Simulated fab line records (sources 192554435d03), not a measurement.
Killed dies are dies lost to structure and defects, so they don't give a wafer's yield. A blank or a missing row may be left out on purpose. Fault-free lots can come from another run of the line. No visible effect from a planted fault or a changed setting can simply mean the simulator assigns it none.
Chamber matching | flow n5 finfet | pecvd-02 running N5_BEOL_M8_PECVD_70: 3 sister chambers
The step deposits SiO2 from TEOS/O2, target thk 20 nm, time 22.7 s. 6 wafers are shown with their chamber, then 12 later ones without.

## WAFERS WITH THEIR CHAMBER
wafer  | chamber | throttle valve pct (%) | showerhead plenum p Torr (Torr)
L084.5 | 1       | 24.6                   | 8.74
L088.3 | 2       | 21.9                   | 8.79
L088.4 | 0       | 24.5                   | 8.71
L091.4 | 2       | 21.9                   | 8.79
L091.5 | 0       | 24.4                   | 8.71
L091.6 | 1       | 24.6                   | 8.73

## WAFERS WITHOUT THEIR CHAMBER
wafer  | throttle valve pct (%) | showerhead plenum p Torr (Torr)
L093.1 | 24.7                   | 8.71
L093.2 | 24.6                   | 8.73
L093.5 | 21.9                   | 8.78
L095.4 | 24.4                   | 8.75
L095.5 | 24.3                   | 8.69
L095.6 | 22.2                   | 8.76
L094.1 | 24.8                   | 8.75
L094.3 | 24.3                   | 8.74
L094.5 | 24.6                   | 8.71
L097.2 | 24.8                   | 8.72
L097.3 | 24.7                   | 8.74
L097.5 | 24.4                   | 8.72

## CHAMBER TAKEN BY EACH
wafer  | from the rows above     | in truth
L093.1 | can't be placed: 0 or 1 | 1
L093.2 | 1                       | 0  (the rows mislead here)
L093.5 | 2                       | 2
L095.4 | 1                       | 1
L095.5 | 0                       | 0
L095.6 | 2                       | 2
L094.1 | 1                       | 1
L094.3 | can't be placed: 1 or 0 | 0
L094.5 | 0                       | 0
L097.2 | 1                       | 1
L097.3 | 1                       | 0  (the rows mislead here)
L097.5 | 0                       | 0
Correct placement for 8 of the 12. Not placeable from these rows: 2 (in 2, the candidates include the true chamber). Placed wrongly: 2.
How it was worked out, from the rows above alone: a wafer's distance from a chamber is the root of the sum, over the readings, of the square of ((its reading less the chamber's mean) divided by the reading's scatter). The wafer belongs to the nearest chamber; if the next one is less than 2 further off, it can't be placed. Each chamber's mean is taken over the wafers shown for it. The scatter is the square root of a quotient: the sum, over the shown wafers, of each reading's squared deviation from its chamber's mean, divided by wafers minus chambers.
